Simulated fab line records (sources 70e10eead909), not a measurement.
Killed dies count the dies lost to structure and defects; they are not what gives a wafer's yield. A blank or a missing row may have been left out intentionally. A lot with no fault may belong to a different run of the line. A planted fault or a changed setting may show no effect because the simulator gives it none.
Chamber matching | flow nand-harc | 4 sister chambers for NHARC_P_ZERO_WELL_DESCUM_13 on rie-diel-12
The step chemistry O2, time 3 s. 16 wafers are shown with their chamber, then 8 later ones without.

WAFERS WITH THEIR CHAMBER
wafer  | chamber | drypump-motor-current-A (A) | showerhead-plenum-p-Torr (Torr) | o2-flow-sccm (sccm)
L074.1 | 3       | 5.6                         | 1.99                            | 201.1
L074.3 | 0       | 6.3                         | 1.78                            | 199.3
L074.5 | 1       | 5.8                         | 2.07                            | 200.1
L075.2 | 1       | 5.8                         | 2.06                            | 199.2
L075.4 | 2       | 5.3                         | 1.91                            | 199.8
L075.5 | 2       | 5.3                         | 1.91                            | 199.7
L082.1 | 1       | 5.8                         | 2.06                            | 200.1
L082.2 | 0       | 6.3                         | 1.78                            | 199.8
L082.5 | 1       | 5.7                         | 2.06                            | 201.2
L087.1 | 0       | 6.3                         | 1.77                            | 199.7
L087.4 | 2       | 5.3                         | 1.90                            | 199.8
L087.5 | 1       | 5.8                         | 2.05                            | 199.7
L088.1 | 1       | 5.8                         | 2.05                            | 200.6
L088.4 | 2       | 5.3                         | 1.89                            | 199.7
L088.6 | 0       | 6.3                         | 1.77                            | 199.8
L089.1 | 2       | 5.3                         | 1.89                            | 199.8

SIGNATURES (averages over the wafers above)
reading                  | chamber 0 | chamber 1 | chamber 2 | chamber 3 | scatter within a chamber
drypump-motor-current-A  | 6.300     | 5.783     | 5.300     | 5.600     | 0.0264
showerhead-plenum-p-Torr | 1.7750    | 2.0583    | 1.9000    | 1.9900    | 0.00808
o2-flow-sccm             | 199.650   | 200.150   | 199.760   | 201.100   | 0.465
Rule: a wafer's distance from a chamber is the root of the sum, over the readings, of the square of ((its reading less the chamber's mean) divided by the reading's scatter). If the next closest chamber is less than 2 further off than the closest, the wafer can't be placed; otherwise it belongs to the closest. The scatter: take each reading less its chamber's mean, square it, sum over the shown wafers, divide by the number of wafers less the number of chambers, and take the root.

WAFERS MISSING THEIR CHAMBER
wafer  | drypump-motor-current-A (A) | showerhead-plenum-p-Torr (Torr) | o2-flow-sccm (sccm)
L089.2 | 5.6                         | 1.97                            | 200.3
L089.4 | 6.3                         | 1.77                            | 199.3
L091.4 | 5.3                         | 1.89                            | 200.9
L091.5 | 5.8                         | 2.05                            | 200.0
L091.6 | 5.6                         | 1.97                            | 201.0
L094.2 | 5.8                         | 2.04                            | 198.3
L094.3 | 6.3                         | 1.76                            | 200.2
L094.5 | 5.8                         | 2.04                            | 199.3

CHAMBER TAKEN BY EACH
wafer  | from the rows above | in truth
L089.2 | 3                   | 3
L089.4 | 0                   | 0
L091.4 | 2                   | 2
L091.5 | 1                   | 1
L091.6 | 3                   | 3
L094.2 | 1                   | 1
L094.3 | 0                   | 0
L094.5 | 1                   | 1
Correct placement for 8 of the 8. Can't be placed from these rows: 0. Number placed wrongly: 0.
